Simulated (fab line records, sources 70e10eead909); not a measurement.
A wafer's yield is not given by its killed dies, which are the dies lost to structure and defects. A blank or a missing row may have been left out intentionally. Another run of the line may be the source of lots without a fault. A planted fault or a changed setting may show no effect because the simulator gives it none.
fab line records -- flow nand-harc
record: lots: 7, wafers: 21, last-day: 32
route steps=1302 shown A_STAIRCASE@837 END@1302
lots that met no fault: taken from a fault-free run of the same line
start-h: hours from the record's opening day to when the first of the lot's shown wafers began -- wait-h: how many hours have passed since the lot's step before this one -- " same as the row above -- L1.1+2: a single row standing in for several wafers -- - either no value or no given start -- * or withheld: withheld -- < > ~ a bound
route shown NAME@n: names a module that has steps shown in the file, with the first one's number in the route -- usual: mean/standard deviation taken from wafers without a fault -- same: alike in all rows -- chamber/n: place in a boat -- sites: the reading at each site -- _std_site: the values' standard deviation -- _edge_site: inner sites' mean taken away from outer sites' mean -- radius-mm: how far each site lies from the wafer's centre -- mask NAME#n: copy n -- behind: the tool/chamber that last shaped the wafer -- hold: why the lot went on hold/how many hours it stayed there/how the hold came to an end -- device: the n, p or np transistor that did not switch -- end of line: the tests these same wafers got at the end of their route -- step lacking rows: just its recipe -- killed: the dies lost at the first sort to structure and to defects; this is not the yield of the wafer -- map: shows each die of a wafer: x if killed, . if not, _ if none is there
set.NAME: the setting as run; set.NAME@STEP: as run at that earlier step -- model.NAME: the simulator's own value behind a step, which no gauge read
certain route steps with their lots: each step a table, each wafer a row
services: a tool's chamber out of use, with start hour (start-h, from the record's first day; less than 0 if before it), hours out, and reason
== steps ==
step: NHARC_A_STAIRCASE_STRIP_317
recipe: time-s: 900, temp-c: 130, chemistry: SPM
step: NHARC_A_STAIRCASE_PRECLEAN_318
recipe: time-s: *, temp-c: 50, bath-age-min: 0, chemistry: SC1
step: NHARC_A_STAIRCASE_SRD_329
step: NHARC_A_STAIRCASE_ALD_415
recipe: target-thk-a: 300, pulse-time-s: 6, ald-cycles: 300, temp-c: 300, material: SiO2
usual: heater-power-w: 453/42, precursor-pulse-height-rel: 1.000/0.02
lot.wafer,tool,chamber,start-h,wait-h,heater-power-w,precursor-pulse-height-rel
L187.1,ald-hk-02,2,435.90,0.5,471,1.024
L187.2,ald-hk-02,3,435.90,0.5,473,0.997
L187.6,ald-hk-02,0,435.90,0.5,416,1.031
L188.4,ald-hk-04,3,467.29,0.1,411,0.991
L188.2,ald-hk-04,0,467.29,0.1,472,1.022
L188.6,ald-hk-04,3,467.29,0.1,405,0.994
L192.4,ald-hk-03,3,478.85,0.3,454,1.000
L192.3,ald-hk-03,0,478.85,0.3,472,1.000
L192.5,ald-hk-03,3,478.85,0.3,448,1.005
L194.2,ald-hk-04,3,507.91,0.1,412,0.992
L194.4,ald-hk-04,1,507.91,0.1,481,0.980
L194.6,ald-hk-04,0,507.91,0.1,480,0.988
L199.3,ald-hk-02,0,553.59,0.3,423,1.003
L199.1,ald-hk-02,2,553.59,0.3,452,0.977
L199.5,ald-hk-02,0,553.59,0.3,426,1.012
L201.1,ald-hk-04,3,574.84,0.3,417,0.988
L201.4,ald-hk-04,0,574.84,0.3,492,1.006
L201.2,ald-hk-04,1,574.84,0.3,478,1.022
L203.4,ald-hk-02,2,608.10,0.1,459,1.015
L203.2,ald-hk-02,3,608.10,0.1,468,0.983
L203.3,ald-hk-02,1,608.10,0.1,323,0.999
step: NHARC_A_STAIRCASE_ETCHBACK_416
recipe: target-depth-a: 360, time-s: 7.2, c4f8-flow-sccm: withheld, o2-flow-sccm: 8, ar-flow-sccm: withheld, rf-w: 600, bias-w: 800, chemistry: C4F8/O2/Ar
usual: oes-product-au: 0.934/0.024, rf-vpp-V: 722/5.6
lot.wafer,tool,chamber,start-h,wait-h,oes-product-au,rf-hours-counter-h,rf-vpp-V
L187.2,rie-diel-12,2,-,-,0.932,54,717
L187.1,rie-diel-12,0,-,-,0.935,47,726
L187.6,rie-diel-12,1,-,-,0.917,-,717
L188.4,rie-diel-12,0,-,-,0.931,6,725
L188.2,rie-diel-12,2,-,-,0.918,4,717
L188.6,rie-diel-12,0,-,-,0.932,-,722
L192.3,rie-diel-06,1,-,-,0.918,53,730
L192.4,rie-diel-06,3,-,-,0.917,54,716
L192.5,rie-diel-06,2,-,-,0.922,-,721
L194.2,rie-diel-12,2,-,-,0.925,19,718
L194.4,rie-diel-12,3,-,-,0.938,15,732
L194.6,rie-diel-12,3,-,-,0.932,-,731
L199.1,rie-diel-12,2,-,-,0.930,37,718
L199.3,rie-diel-12,0,-,-,0.926,39,725
L199.5,rie-diel-12,2,-,-,0.924,-,720
L201.4,rie-diel-06,2,-,-,0.929,30,720
L201.1,rie-diel-06,0,-,-,0.929,31,717
L201.2,rie-diel-06,1,-,-,0.917,34,729
L203.3,rie-diel-12,0,-,-,0.920,57,725
L203.2,rie-diel-12,1,-,-,0.936,55,716
L203.4,rie-diel-12,3,-,-,0.948,50,730
step: NHARC_A_STAIRCASE_STRIP_476
recipe: time-s: 20, o2-flow-sccm: 500, ar-flow-sccm: 0, bias-w: 0, chemistry: O2
usual: drypump-motor-current-A: 5.8/0.51, oes-product-au: 1.001/0.0099, rf-vpp-V: 57.8/0.93, showerhead-plenum-p-Torr: 3.50/0.19, throttle-valve-pct: 17.037/0.0082
lot.wafer,tool,chamber,start-h,wait-h,drypump-motor-current-A,oes-product-au,rf-hours-counter-h,rf-vpp-V,showerhead-plenum-p-Torr,throttle-valve-pct
L187.1,rie-diel-12,1,437.59,0.1,6.6,1.001,51,57.5,3.33,17.038
L187.2,rie-diel-12,2,437.59,0.1,5.5,1.019,54,57.8,3.34,17.032
L187.6,rie-diel-12,0,437.59,0.1,6.3,1.012,-,57.8,3.59,17.038
L188.2,rie-diel-12,0,469.49,0.1,6.3,1.003,6,58.2,3.59,17.034
L188.4,rie-diel-12,1,469.49,0.1,6.5,1.007,6,57.2,3.33,17.024
L188.6,rie-diel-12,3,469.49,0.1,5.8,1.005,-,58.0,3.81,17.038
L192.3,rie-diel-06,3,480.79,0.1,5.4,0.997,54,57.7,3.30,17.026
L192.4,rie-diel-06,0,480.79,0.1,5.4,0.989,50,56.7,3.35,17.036
L192.5,rie-diel-06,2,480.79,0.1,4.9,0.996,-,58.9,3.46,17.036
L194.4,rie-diel-12,3,510.10,0.1,5.9,1.007,15,57.6,3.80,17.062
L194.2,rie-diel-12,0,510.10,0.1,6.3,0.994,18,57.3,3.58,17.034
L194.6,rie-diel-12,2,510.10,0.1,5.5,0.993,-,57.6,3.33,17.027
L199.3,rie-diel-12,2,555.99,0.5,5.5,1.003,37,58.3,3.32,17.058
L199.1,rie-diel-12,0,555.99,0.5,6.3,0.993,39,57.3,3.57,17.042
L199.5,rie-diel-12,2,555.99,0.5,5.5,0.989,-,57.8,3.32,17.033
L201.2,rie-diel-06,0,578.36,0.1,5.4,0.993,32,57.5,3.33,17.035
L201.4,rie-diel-06,1,578.36,0.1,5.2,0.995,34,57.8,3.73,17.039
L201.1,rie-diel-06,3,578.36,0.1,5.4,0.983,28,57.0,3.28,17.032
L203.4,rie-diel-12,3,610.26,0.1,5.9,1.025,50,59.7,3.78,17.047
L203.2,rie-diel-12,0,610.26,0.1,6.3,1.000,57,58.4,3.56,17.032
L203.3,rie-diel-12,1,610.26,0.1,6.6,1.002,55,58.4,3.30,17.023
step: NHARC_A_STAIRCASE_DEP_417
recipe: target-thk-a: 600, step-coverage-pct: 20, temp-c: 400, target-thk-nm: 60, flow-sccm: 200, rf-w: 450, material: Si3N4
step: NHARC_A_STAIRCASE_WET_418
recipe: temp-c: 160, target-depth-a: 200, chemistry: H3PO4
step: NHARC_A_STAIRCASE_PRECLEAN_419
recipe: time-s: *, temp-c: 50, bath-age-min: 0, chemistry: SC1
step: NHARC_A_STAIRCASE_SRD_421
step: NHARC_A_STAIRCASE_ALD_420
recipe: target-thk-a: 200, pulse-time-s: 6, ald-cycles: 200, temp-c: 300, material: SiO2
usual: heater-power-w: 444/49, precursor-pulse-height-rel: 1.000/0.02
lot.wafer,tool,chamber,start-h,wait-h,heater-power-w,precursor-pulse-height-rel
L187.1,ald-hk-03,3,440.38,-,434,1.005
L187.2,ald-hk-03,1,440.38,-,491,0.999
L187.6,ald-hk-03,3,440.38,-,433,1.019
L188.4,ald-hk-04,3,472.45,-,424,1.000
L188.2,ald-hk-04,0,472.45,-,498,1.018
L188.6,ald-hk-04,3,472.45,-,418,1.002
L192.4,ald-hk-04,3,483.77,-,405,1.017
L192.3,ald-hk-04,2,483.77,-,429,0.991
L192.5,ald-hk-04,0,483.77,-,487,0.998
L194.2,ald-hk-02,2,512.91,-,464,1.001
L194.4,ald-hk-02,3,512.91,-,479,0.994
L194.6,ald-hk-02,2,512.91,-,465,0.970
L199.1,ald-hk-04,3,559.13,-,413,1.026
L199.3,ald-hk-04,0,559.13,-,480,1.013
L199.5,ald-hk-04,1,559.13,-,491,1.015
L201.4,ald-hk-02,2,581.32,-,466,0.960
L201.2,ald-hk-02,3,581.32,-,476,1.004
L201.1,ald-hk-02,0,581.32,-,423,0.972
L203.2,ald-hk-02,1,613.21,-,326,1.034
L203.4,ald-hk-02,2,613.21,-,462,0.978
L203.3,ald-hk-02,3,613.21,-,484,0.983
step: NHARC_A_STAIRCASE_CVD_552
recipe: target-thk-a: 400, temp-c: 700, pressure-mtorr: 300, material: SiNx
usual: zone-power-centre-pct: 11.7/0.95
lot.wafer,tool,chamber,start-h,wait-h,zone-power-centre-pct
L187.1,lpcvd-02,1,444.93,-,13.3
L187.2,lpcvd-02,1,444.93,-,13.4
L187.6,lpcvd-02,1,444.93,-,13.2
L188.2,lpcvd-01,1,477.12,-,11.5
L188.4,lpcvd-01,1,477.12,-,11.5
L188.6,lpcvd-01,1,477.12,-,11.4
L188.2,lpcvd-01,1,480.97,0.7,11.4
L188.4,lpcvd-01,1,480.97,0.7,11.5
L188.6,lpcvd-01,1,480.97,0.7,11.4
L192.3,lpcvd-01,0,488.35,-,10.7
L192.4,lpcvd-01,0,488.35,-,10.7
L192.5,lpcvd-01,0,488.35,-,11.0
L192.3,lpcvd-01,0,492.20,0.7,10.8
L192.4,lpcvd-01,0,492.20,0.7,10.9
L192.5,lpcvd-01,0,492.20,0.7,10.9
L194.2,lpcvd-02,1,517.46,-,13.3
L194.4,lpcvd-02,1,517.46,-,13.3
L194.6,lpcvd-02,1,517.46,-,13.3
L194.2,lpcvd-02,1,521.36,0.7,13.3
L194.4,lpcvd-02,1,521.36,0.7,13.4
L194.6,lpcvd-02,1,521.36,0.7,13.3
L199.1,lpcvd-01,1,561.54,-,11.7
L199.3,lpcvd-01,1,561.54,-,11.4
L199.5,lpcvd-01,1,561.54,-,11.4
L201.1,lpcvd-02,0,585.71,-,12.1
L201.2,lpcvd-02,0,585.71,-,12.0
L201.4,lpcvd-02,0,585.71,-,12.3
L203.2,lpcvd-01,1,617.75,-,11.6
L203.3,lpcvd-01,1,617.75,-,11.6
L203.4,lpcvd-01,1,617.75,-,11.6
step: NHARC_A_STAIRCASE_DEP_151
recipe: target-thk-a: 72000, temp-c: 400, target-thk-nm: 7200, teos-flow-sccm: 200, rf-w: 500, material: SiO2
usual: heater-power-w: 662/120
lot.wafer,tool,chamber,start-h,wait-h,heater-power-w
L187.2,pecvd-02,0,448.60,0.5,693
L187.1,pecvd-02,1,448.60,0.5,768
L187.6,pecvd-02,2,448.60,0.5,590
L188.2,pecvd-02,2,484.87,0.7,711
L188.6,pecvd-02,2,484.87,0.7,580
L188.4,pecvd-02,1,484.87,0.7,664
L192.3,pecvd-01,1,505.99,10.6,659
L192.5,pecvd-01,0,505.99,10.6,813
L192.4,pecvd-01,1,505.99,10.6,587
L194.2,pecvd-01,1,525.39,0.8,604
L194.4,pecvd-01,0,525.39,0.8,789
L194.6,pecvd-01,2,525.39,0.8,575
L199.3,pecvd-01,0,565.36,0.6,959
L199.1,pecvd-01,1,565.36,0.6,642
L199.5,pecvd-01,0,565.36,0.6,805
L201.1,pecvd-04,1,589.31,0.4,548
L201.2,pecvd-04,0,589.31,0.4,672
L201.4,pecvd-04,2,589.31,0.4,565
L203.3,pecvd-04,2,621.30,0.4,605
L203.2,pecvd-04,0,621.30,0.4,715
L203.4,pecvd-04,0,621.30,0.4,654
step: NHARC_END_SORT_01
recipe: temp-c: 25
usual: killed-at-array: 55/22, killed-at-other: 1.1/1.4, killed-at-periphery: 4/3.2, killed-dies: 59/22, killed-open: 3.3/1.8, killed-short: 2.5/1.5
same: gross-dies: 677
lot.wafer,tool,chamber,start-h,wait-h,killed-at-array,killed-at-other,killed-at-periphery,killed-dies,killed-open,killed-short
L188.2,prober-01,0,646.77,2.8,676,0,1,677,0,2
L188.4,prober-01,0,648.37,3.4,677,0,0,677,3,5
L188.6,prober-01,0,649.98,4.0,675,0,2,677,3,2
L192.3,prober-02,0,654.66,3.1,666,1,10,677,3,2
L192.4,prober-02,0,655.46,3.4,672,0,5,677,4,2
L192.5,prober-02,0,656.26,3.7,670,1,6,677,6,3
L194.2,prober-02,0,690.73,2.8,670,1,6,677,4,4
L194.4,prober-02,0,692.34,3.4,675,0,2,677,4,5
L194.6,prober-02,0,693.95,4.0,677,0,0,677,1,1
killed by level:class
L188.2 A_STAIRCASE:area-cvd=611 A_SLIT:chamber-film-flake=27 A_CHANNEL_HOLE_D2:chamber-film-flake=15 A_CHANNEL_HOLE_D1:chamber-film-flake=7 A_ZERO_WELL:chamber-film-flake=3 A_CHANNEL_FILL_D1:chamber-film-flake=3 A_WL_FILL:chamber-film-flake=3 A_STAIRCASE:chamber-film-flake=2
L188.4 A_STAIRCASE:area-cvd=593 A_CHANNEL_HOLE_D2:chamber-film-flake=33 A_SLIT:chamber-film-flake=28 A_CHANNEL_HOLE_D1:chamber-film-flake=6 A_WL_FILL:chamber-film-flake=4 A_ONON_D1:geometric-particle:open=2 A_ZERO_WELL:chamber-film-flake=2 A_CHANNEL_HOLE_D1:geometric-particle:short=1
L188.6 A_STAIRCASE:area-cvd=604 A_SLIT:chamber-film-flake=34 A_CHANNEL_HOLE_D2:chamber-film-flake=14 A_WL_FILL:chamber-film-flake=5 A_STAIRCASE:chamber-film-flake=4 A_CONTACT:chamber-film-flake=4 A_ZERO_WELL:chamber-film-flake=3 A_CHANNEL_HOLE_D1:chamber-film-flake=2
L192.3 A_STAIRCASE:area-cvd=634 A_CHANNEL_HOLE_D2:chamber-film-flake=14 A_CHANNEL_HOLE_D1:chamber-film-flake=5 A_CONTACT:chamber-film-flake=5 P_CONTACT:geometric-particle:open=3 A_SLIT:chamber-film-flake=3 P_GATE:chamber-film-flake=2 P_M1:chamber-film-flake=2
L192.4 A_STAIRCASE:area-cvd=633 A_CHANNEL_HOLE_D2:chamber-film-flake=15 A_STAIRCASE:chamber-film-flake=8 A_CHANNEL_HOLE_D1:chamber-film-flake=6 P_GATE:chamber-film-flake=2 A_DECK1_JOINT:chamber-film-flake=2 A_DECK1_JOINT:geometric-particle:short=1 A_DECK1_JOINT:geometric-particle:open=1
L192.5 A_STAIRCASE:area-cvd=630 A_CHANNEL_HOLE_D2:chamber-film-flake=21 A_CHANNEL_HOLE_D1:chamber-film-flake=5 A_CONTACT:chamber-film-flake=4 A_STAIRCASE:chamber-film-flake=3 P_CONTACT:geometric-particle:open=2 P_STI:chamber-film-flake=2 A_DECK1_JOINT:geometric-particle:open=1
L194.2 A_STAIRCASE:area-cvd=580 A_SLIT:chamber-film-flake=34 A_CHANNEL_HOLE_D2:chamber-film-flake=21 A_CHANNEL_HOLE_D1:chamber-film-flake=14 A_STAIRCASE:chamber-film-flake=6 A_WL_FILL:chamber-film-flake=4 P_ZERO_WELL:chamber-film-flake=2 A_CONTACT:chamber-film-flake=2
L194.4 A_STAIRCASE:area-cvd=578 A_SLIT:chamber-film-flake=40 A_CHANNEL_HOLE_D2:chamber-film-flake=22 A_CHANNEL_HOLE_D1:chamber-film-flake=11 A_CONTACT:chamber-film-flake=6 A_M1:chamber-film-flake=5 A_CHANNEL_FILL_D2:geometric-particle:open=3 A_DECK1_JOINT:geometric-particle:short=2
L194.6 A_STAIRCASE:area-cvd=596 A_CHANNEL_HOLE_D1:chamber-film-flake=26 A_SLIT:chamber-film-flake=19 A_CHANNEL_HOLE_D2:chamber-film-flake=17 A_WL_FILL:chamber-film-flake=8 A_M1:chamber-film-flake=3 A_STAIRCASE:chamber-film-flake=2 A_CONTACT:chamber-film-flake=2
map L188.2 (x killed, . not)
____________x____________
_________xxxxxxx_________
_______xxxxxxxxxxx_______
______xxxxxxxxxxxxx______
_____xxxxxxxxxxxxxxx_____
____xxxxxxxxxxxxxxxxx____
____xxxxxxxxxxxxxxxxx____
___xxxxxxxxxxxxxxxxxxx___
___xxxxxxxxxxxxxxxxxxx___
__xxxxxxxxxxxxxxxxxxxxx__
__xxxxxxxxxxxxxxxxxxxxx__
_xxxxxxxxxxxxxxxxxxxxxxx_
_xxxxxxxxxxxxxxxxxxxxxxx_
_xxxxxxxxxxxxxxxxxxxxxxx_
_xxxxxxxxxxxxxxxxxxxxxxx_
_xxxxxxxxxxxxxxxxxxxxxxx_
xxxxxxxxxxxxxxxxxxxxxxxxx
xxxxxxxxxxxxxxxxxxxxxxxxx
xxxxxxxxxxxxxxxxxxxxxxxxx
xxxxxxxxxxxxxxxxxxxxxxxxx
xxxxxxxxxxxxxxxxxxxxxxxxx
_xxxxxxxxxxxxxxxxxxxxxxx_
_xxxxxxxxxxxxxxxxxxxxxxx_
_xxxxxxxxxxxxxxxxxxxxxxx_
_xxxxxxxxxxxxxxxxxxxxxxx_
_xxxxxxxxxxxxxxxxxxxxxxx_
__xxxxxxxxxxxxxxxxxxxxx__
__xxxxxxxxxxxxxxxxxxxxx__
___xxxxxxxxxxxxxxxxxxx___
___xxxxxxxxxxxxxxxxxxx___
____xxxxxxxxxxxxxxxxx____
____xxxxxxxxxxxxxxxxx____
_____xxxxxxxxxxxxxxx_____
______xxxxxxxxxxxxx______
_______xxxxxxxxxxx_______
_________xxxxxxx_________
____________x____________
map L192.3 (x killed, . not)
____________x____________
_________xxxxxxx_________
_______xxxxxxxxxxx_______
______xxxxxxxxxxxxx______
_____xxxxxxxxxxxxxxx_____
____xxxxxxxxxxxxxxxxx____
____xxxxxxxxxxxxxxxxx____
___xxxxxxxxxxxxxxxxxxx___
___xxxxxxxxxxxxxxxxxxx___
__xxxxxxxxxxxxxxxxxxxxx__
__xxxxxxxxxxxxxxxxxxxxx__
_xxxxxxxxxxxxxxxxxxxxxxx_
_xxxxxxxxxxxxxxxxxxxxxxx_
_xxxxxxxxxxxxxxxxxxxxxxx_
_xxxxxxxxxxxxxxxxxxxxxxx_
_xxxxxxxxxxxxxxxxxxxxxxx_
xxxxxxxxxxxxxxxxxxxxxxxxx
xxxxxxxxxxxxxxxxxxxxxxxxx
xxxxxxxxxxxxxxxxxxxxxxxxx
xxxxxxxxxxxxxxxxxxxxxxxxx
xxxxxxxxxxxxxxxxxxxxxxxxx
_xxxxxxxxxxxxxxxxxxxxxxx_
_xxxxxxxxxxxxxxxxxxxxxxx_
_xxxxxxxxxxxxxxxxxxxxxxx_
_xxxxxxxxxxxxxxxxxxxxxxx_
_xxxxxxxxxxxxxxxxxxxxxxx_
__xxxxxxxxxxxxxxxxxxxxx__
__xxxxxxxxxxxxxxxxxxxxx__
___xxxxxxxxxxxxxxxxxxx___
___xxxxxxxxxxxxxxxxxxx___
____xxxxxxxxxxxxxxxxx____
____xxxxxxxxxxxxxxxxx____
_____xxxxxxxxxxxxxxx_____
______xxxxxxxxxxxxx______
_______xxxxxxxxxxx_______
_________xxxxxxx_________
____________x____________
== services ==
tool,chamber,start-h,hours,kind
rie-diel-12,0,424.47,-,clean
rie-diel-12,1,424.47,-,clean
rie-diel-12,2,424.47,-,clean
rie-diel-12,3,424.47,-,clean
lpcvd-02,-,431.10,1.3,repair
ald-hk-04,-,435.16,10.0,pm
rie-diel-12,1,445.52,9.0,vent-cycle
rie-diel-12,2,445.52,9.0,vent-cycle
rie-diel-12,3,445.52,9.0,vent-cycle
pecvd-04,-,450.17,13.0,pm
rie-diel-12,0,454.52,-,clean
rie-diel-12,1,454.52,-,clean
rie-diel-12,2,454.52,-,clean
rie-diel-12,3,454.52,-,clean
rie-diel-06,-,485.10,9.0,pm
pecvd-01,-,492.80,13.0,pm
ald-hk-02,-,528.82,10.0,pm
pecvd-04,-,530.24,1.7,repair
pecvd-02,0,562.56,5.1,repair
lpcvd-01,-,577.27,1.3,repair
pecvd-01,-,588.60,0.9,repair
pecvd-02,-,589.00,13.0,pm
pecvd-01,-,594.35,3.7,repair
rie-diel-06,-,595.66,1.1,repair
== key ==
first-sign: step: NHARC_A_STAIRCASE_CVD_552, reading: visit, direction: added
effect: step: NHARC_END_SORT_01, reading: killed-dies, direction: up, sigmas: 28, usual: 59, struck: 677
more-kills-born-at: NHARC_A_STAIRCASE_CVD_552@lpcvd-01: 3705, NHARC_A_STAIRCASE_CVD_552@lpcvd-02: 1754
met-at NHARC_A_STAIRCASE_CVD_552
struck-wafers L188.2,L188.4,L188.6,L192.3,L192.4,L192.5,L194.2,L194.4,L194.6
later-rows-left-out L188.2,L188.4,L188.6,L192.3,L192.4,L192.5,L194.2,L194.4,L194.6
tester-left-out L188,L192,L194
fault: kind: repeated-step-whole, tool: lpcvd-01,lpcvd-02, chamber: -, onset-h: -, steps: NHARC_A_STAIRCASE_CVD_552, times: 1, scope: struck-lots-only
tester-left-out: of these lots the tester's yield and bins aren't shown, on N5 and GAA mostly nor the transistor test; their killed dies are dies lost to structure and defects alone, not to doping, threshold or leakage, so they don't give the yield
later-rows-left-out: the simulator's readings of these wafers behind a module that went badly wrong aren't trusted and aren't shown, but for the sort
